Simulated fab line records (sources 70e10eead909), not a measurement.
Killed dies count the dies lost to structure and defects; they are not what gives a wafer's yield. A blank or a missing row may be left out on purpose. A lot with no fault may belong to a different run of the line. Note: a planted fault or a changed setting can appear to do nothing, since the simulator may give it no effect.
Struck lot and sound lot, side by side | flow nandHarc | 17 out of 1159 route steps
Sound: these wafers, L128.3, L128.4, L128.5. Struck: wafer L135.1 (L135.2, L135.6, from the same lot, were not struck and are left out); the cause is given at the end.
Per side, at each step with rows, come the tool, then ch with its chambers, and then its first start. Under that, the readings that differ: sound wafers | struck wafers | difference of the means | sigmas: that difference in standard deviations of wafers without a fault.
alike: readings with means less than 2 such deviations apart, plus words and numbers identical on both sides. not compared: withheld readings, readings lacking a value on some wafer, bounds such as >300 that could conceal the same value, and numbers that have no deviation in the record and whose values overlap.
Wherever a step has rows on one side only, a row that says differs or no value, or a row with sigmas, the two part there. Non-overlapping numbers with no deviation appear without sigmas and do not part them. A reading missing from all wafers of one side parts the sides only when that side holds two or more wafers.

NHARC_P_M2_INSPECT_11:
  sound on defectInspect-01, day 7 11:40; struck on defectInspect-01, day 9 08:17
  alike: rawDefectCount
then, 2 steps without rows for these wafers: NHARC_P_M2_DESCUM_14 (chemistry O2, time 3 s); NHARC_P_M2_ETCH_35 (etches the open film in N2/H2, target depth 40 nm, overetch 12 nm, time 43.94 s).
NHARC_P_M2_ETCH_15: etches the open film in C4F8/Ar, target depth 182.5 nm, time 91.2 s.
  sound: rieDiel-07 ch 1,2,3; struck: rieDiel-04 ch 1
  alike: oesProductAu, rfVppV
  not compared: rfHoursCounterH
NHARC_P_M2_CD_MEAS_16:
  sound on cdSem-03, day 7 12:05; struck on cdSem-03, day 9 08:40
reading   | sound             | struck | difference | sigmas
cdNm (nm) | 170.8 170.0 170.0 | 168.6  | -1.7       | -2
NHARC_P_M2_STRIP_18: strips in N2/H2.
  sound on rieDiel-04 ch 1,2, day 7 12:11; struck on rieDiel-07 ch 2, day 9 08:45
reading                  | sound             | struck | difference | sigmas
drypumpMotorCurrentA (A) | 5.8 5.9 5.7       | 6.8    | +1.0       | +2
oesProductAu (a.u.)      | 0.985 0.999 0.988 | 1.013  | +0.022     | +2
rfVppV (V)               | 90.0 91.1 90.4    | 93.0   | +2.5       | +2
  alike: showerheadPlenumPTorr, throttleValvePct
  not compared: rfHoursCounterH
then, 3 steps without rows for these wafers: NHARC_P_M2_ETCH_28 (etches the open film in CF4/N2, target depth 30 nm, time 72.99 s); NHARC_P_M2_STRIP_19 (strips in post etch residue remover, time 600 s); NHARC_P_M2_DEGAS_29 (time 60 s).
NHARC_P_M2_PRE_CLEAN_30: time 30 s.
  sound on pvdSputter-03; struck on pvdSputter-01
  alike: heaterPowerW
NHARC_P_M2_PVD_20: deposits TaN, target thk 5 nm, time 8.06 s.
  sound on pvdSputter-03; struck on pvdSputter-01
reading              | sound          | struck | difference | sigmas
throttleValvePct (%) | 29.2 29.9 29.8 | 32.5   | +2.9       | +2
NHARC_P_M2_PVD_21: deposits Cu, target thk 30 nm, time 20.49 s.
  sound on pvdSputter-03; struck on pvdSputter-01
  alike: throttleValvePct
NHARC_P_M2_ECD_22: material Cu, target thk 400 nm.
  sound on ecdCu-02 ch 0,1, day 7 13:22; struck on ecdCu-02 ch 0,1, day 9 09:46
then, 1 step without rows for these wafers: NHARC_P_M2_ANNEAL_31 (time 90 s).
NHARC_P_M2_CMP_23: polishes, t overpolish 20 s, target thk 144.3 nm.
  sound on cmp-01 ch 0,1, day 7 14:01; struck on cmp-03 ch 1, day 9 10:33
reading             | sound          | struck | difference | sigmas
motorCurrentA (A)   | 14.1 11.1 11.7 | 10.0   | -2.3       | -2
timeToEndpointS (s) | 28 30 34       | 17     | -14        | -4
NHARC_P_M2_THK_MEAS_24: measures by xrf.
  sound on filmMetro-01, day 7 14:19; struck on filmMetro-01, day 9 10:49
  alike: thkNm
-- record jumps: 13 days between struck wafers' starts before vs after; left off in module P_M2, resumes in module END, first step shown is number 1159 of the route --
NHARC_END_SORT_01:
  sound on prober-01 ch 0, day 21 01:50; struck on prober-02 ch 0, day 22 14:11
reading           | sound | struck | difference | sigmas
killedAtOther     | 1 3 5 | 0      | -3         | -3
killedAtPeriphery | 3 6 9 | 1      | -5         | -2
  alike: defectLimitedYield, killedAtArray, killedDies, killedOpen, killedShort, sort_bin_2_pct, sort_bin_3_pct, sort_bin_4_pct, sortNPass, sortRimYieldPct, sortYieldPct

WHERE THEY PART
First at NHARC_P_M2_CD_MEAS_16; last, within this record, at NHARC_END_SORT_01.

WHY: whatever the simulator had introduced
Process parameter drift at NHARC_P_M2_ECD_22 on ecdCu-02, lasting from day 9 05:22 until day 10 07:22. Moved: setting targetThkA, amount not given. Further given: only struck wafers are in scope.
